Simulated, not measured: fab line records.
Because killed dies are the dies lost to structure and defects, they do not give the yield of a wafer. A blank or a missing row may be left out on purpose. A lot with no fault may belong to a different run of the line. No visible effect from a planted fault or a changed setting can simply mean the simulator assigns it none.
3 desks looking at one fault	flow n5_finfet	what lay behind the numbers comes last; until then each desk has only its own

AT THE METROLOGY DESK
Lot by lot, what the gauges showed, no matter which tool ran the lot: averages of those sampled wafers that carry a number. If a lot's mean is further than 4 standard deviations from the usual mean, the lot is out of limits and carries the mark OUT (the distance appears in the brackets). It has 11 readings; the 7 that lie furthest out on some lot are the ones shown.
Columns: A = DIBL_P at N5_BEOL_M4_RC_MEAS_101, usual 36.3 mV/V; B = IOFF_N at N5_BEOL_M4_RC_MEAS_101, usual 0.16 nA/um; C = IOFF_P at N5_BEOL_M4_RC_MEAS_101, usual 0.21 nA/um; D = ION_N at N5_BEOL_M4_RC_MEAS_101, usual 676 uA/um; E = ION_P at N5_BEOL_M4_RC_MEAS_101, usual 462 uA/um; F = SS_N at N5_BEOL_M4_RC_MEAS_101, usual 71.5 mV/dec; G = VT_P at N5_BEOL_M4_RC_MEAS_101, usual -250 mV
lot	first seen here	A	B	C	D	E	F	G
L391	day 5 14:33	36.9	0.19	0.22	685	467	72.0	-249
L393	day 5 21:58	37.9	0.17	0.18	679	452	71.6	-255
L394	day 6 07:07	37.0	0.20	0.26	693	471	71.5	-246
L395	day 6 09:56	33.8	0.13	0.18	664	452	70.4	-249
L400	day 7 14:20	35.1	0.15	0.17	672	452	71.4	-256
L405	day 8 23:35	37.8	0.20	0.23	689	467	72.1	-250
L407	day 9 09:59	35.7	0.14	0.20	669	461	71.0	-251
L411	day 10 05:53	37.6	0.16	0.21	675	462	71.1	-249
L412	day 10 15:32	35.6	0.14	0.19	671	459	71.5	-251
L413	day 10 20:59	36.8	0.16	0.23	665	463	72.0	-248
Result from this desk: across the 10 lots, nothing is out of limits.

THE DEFECT DESK
Per lot, the means of the sampled wafers with a number show what the inspections along the route counted. If a lot's mean is further than 4 standard deviations from the usual mean, the lot is out of limits and carries the mark OUT (the distance appears in the brackets).
Columns: A = raw_defect_count at N5_BEOL_M0_SAQP_INSPECT_16, usual 423
lot	first seen here	A
L391	day 5 14:35	409
L393	day 5 21:59	500
L394	day 6 07:08	390
L395	day 6 09:57	472
L400	day 7 14:22	379
L405	day 8 23:36	383
L407	day 9 10:00	546
L411	day 10 05:55	449
L412	day 10 15:34	514
L413	day 10 21:01	268
Result from this desk: across the 10 lots, nothing is out of limits.

TOOL OWNER'S DESK, ald_sin-02
The tool's own readings at N5_BEOL_M0_SAQP_ALD_48 (deposits SiO2, target thk 20 nm, pulse time 1 s, co reactant pulse time 1 s): means of the sampled wafers that have a number, for each lot that ran on this tool. If a lot's mean is further than 4 standard deviations from the usual mean, the lot is out of limits and carries the mark OUT (the distance appears in the brackets).
Columns: A = heater_power_w at N5_BEOL_M0_SAQP_ALD_48, usual 78 W; B = precursor_pulse_height_rel at N5_BEOL_M0_SAQP_ALD_48, usual 0.999; C = susceptor_temp_C at N5_BEOL_M0_SAQP_ALD_48, usual 100.00 C
lot	first seen here	A	B	C
L393	day 6 02:52	78	0.996	100.02
L394	day 6 12:00	85	0.983	100.06
L405	day 9 04:03	84	1.014	100.03
L407	day 9 15:09	85	0.998	100.11
Result from this desk: across the 4 lots, nothing is out of limits.

BROUGHT TOGETHER
Nothing out of limits was seen by the metrology desk.
The defect desk saw nothing out of limits.
Nothing out of limits was seen by the tool owner's desk.

WHAT HAD BEEN PUT IN BY THE SIMULATOR
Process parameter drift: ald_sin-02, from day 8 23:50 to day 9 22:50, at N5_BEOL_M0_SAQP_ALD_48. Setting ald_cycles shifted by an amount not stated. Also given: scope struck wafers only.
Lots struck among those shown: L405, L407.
